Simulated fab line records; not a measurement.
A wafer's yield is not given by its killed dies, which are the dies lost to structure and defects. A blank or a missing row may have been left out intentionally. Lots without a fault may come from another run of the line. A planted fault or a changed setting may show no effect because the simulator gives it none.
A struck lot beside a sound one	flow n5-finfet	15 out of 1938 route steps
Sound: these wafers, L572.1, L572.2, L572.4. Struck: wafer L580.4 (L580.3, L580.6, from the same lot, were not struck and are left out); the cause is given at the end.
Per side, at each step with rows, come the tool, then ch with its chambers, and then its first start. Under that, the readings that differ: sound wafers	struck wafers	difference of the means	sigmas: that difference in standard deviations of wafers without a fault.
alike: readings with means less than 2 such deviations apart, plus words and numbers identical on both sides. not compared: withheld readings, readings lacking a value on some wafer, bounds such as >300 that could conceal the same value, and numbers that have no deviation in the record and whose values overlap.
A row with sigmas, a row that says differs or no value, or rows on one side alone: a step with any of these is where the two part. Numbers that don't overlap but have no deviation are shown without sigmas and don't part them. A reading that every wafer of one side lacks parts them only if that side has two wafers or more.

N5_FIN_CUT_DESCUM_13: chemistry O2, time 7 s.
  sound on rie-diel-04 ch 0,2,3, day 2 09:52; struck on rie-diel-05 ch 2, day 4 10:56
reading	sound	struck	difference	sigmas
rf-hours-counter-h (h)	200 137 125	213	+59	
  alike: drypump-motor-current-A, oes-product-au, rf-vpp-V, showerhead-plenum-p-Torr, throttle-valve-pct
then, 1 step without rows for these wafers: N5_FIN_CUT_ETCH_30 (etches underlayer in N2/H2, target depth 13 nm, time 10.4 s).
N5_FIN_CUT_ETCH_20: etches SiARC in CF4, target depth 26 nm, time 43.3 s.
  sound on rie-diel-04 ch 0,2,3, day 2 09:55; struck on rie-diel-05 ch 2, day 4 10:59
reading	sound	struck	difference	sigmas
rf-hours-counter-h (h)	200 137 125	213	+59	
  alike: drypump-motor-current-A, etch-rf-on-time-s, oes-product-au, rf-vpp-V, showerhead-plenum-p-Torr, throttle-valve-pct
then, 3 steps without rows for these wafers: N5_FIN_CUT_ETCH_21 (etches SOC in N2/H2, target depth 219 nm, overetch 43.8 nm, time 523.5 s); N5_FIN_CUT_STRIP_23 (strips in N2/H2); N5_FIN_CUT_STRIP_31 (strips in N2/H2).
N5_FIN_CUT_STRIP_24: strips in CF4.
  sound on rie-diel-04 ch 0,2,3, day 2 10:17; struck on rie-diel-05 ch 2, day 4 11:21
reading	sound	struck	difference	sigmas
rf-hours-counter-h (h)	200 137 125	213	+59	
  alike: drypump-motor-current-A, oes-product-au, power-w, rf-vpp-V, showerhead-plenum-p-Torr, throttle-valve-pct
then, 1 step without rows for these wafers: N5_FIN_CUT_CUT_ETCH_26 (etches SiNx in CH3F/O2, target depth 39 nm, time 55.7 s).
N5_FIN_CUT_CUT_ETCH_27: etches SiO2 in CHF3/O2, target depth 4 nm, overetch 2 nm, time 4.9 s.
  sound on rie-diel-04 ch 0,2,3, day 2 10:20; struck on rie-diel-05 ch 2, day 4 11:25
reading	sound	struck	difference	sigmas
rf-hours-counter-h (h)	200 137 125	213	+59	
  alike: drypump-motor-current-A, oes_f_703_au, oes-product-au, rf-vpp-V, showerhead-plenum-p-Torr, throttle-valve-pct
N5_FIN_CUT_PRECLEAN_35: cleans in vHF, time 13.3 s.
  sound on vapor-etch-01 ch 0,1, day 2 10:25; struck on vapor-etch-01 ch 1, day 4 11:31
  alike: drypump-motor-current-A
then, 2 steps without rows for these wafers: N5_FIN_CUT_CUT_ETCH_15 (etches Si in HBr/Cl2/O2, target depth 100 nm, bt time 10 s, time 42.4 s); N5_FIN_CUT_CUT_ETCH_28 (etches Si in HBr/Cl2/O2, target depth 6 nm, time 2.4 s).
N5_FIN_CUT_STRIP_22: strips in N2/H2.
  sound on rie-diel-04 ch 1,2,3, day 2 10:37; struck on rie-diel-04 ch 0, day 4 11:42
reading	sound	struck	difference	sigmas
power-w (W)	499.7 498.0 501.0	606.8	+107.2	+77
  alike: drypump-motor-current-A, oes-product-au, rf-vpp-V, showerhead-plenum-p-Torr, throttle-valve-pct
  not compared: rf-hours-counter-h
then, 1 step without rows for these wafers: N5_FIN_CUT_PRECLEAN_36 (cleans in O3/DIW, time 60 s).
-- record jumps: 6 days separate the struck wafers' starts on either side; left off in module FIN_CUT, taken up again in module BEOL_M4, whose first shown step is the route's number 1111 --
N5_BEOL_M4_RC_MEAS_101:
  sound on prober-02 ch 0, day 9 11:03; struck on prober-01 ch 0, day 10 16:35
reading	sound	struck	difference	sigmas
DIBL_N (mV/V)	37.3 34.9 37.5	33.6	-3.0	-2
ION_N (uA/um)	680 668 690	651	-28	-3
SS_P (mV/dec)	73.1 73.0 74.0	72.2	-1.2	-2
  alike: DIBL_P, IOFF_N, IOFF_P, ION_P, SS_N, VT_N, VT_P

## WHERE THEY PART
Last at N5_BEOL_M4_RC_MEAS_101 as far as this record goes, first at N5_FIN_CUT_STRIP_22.

WHY: what had been put in by the simulator
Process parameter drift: rie-diel-04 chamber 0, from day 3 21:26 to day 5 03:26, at N5_FIN_CUT_STRIP_22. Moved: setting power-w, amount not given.
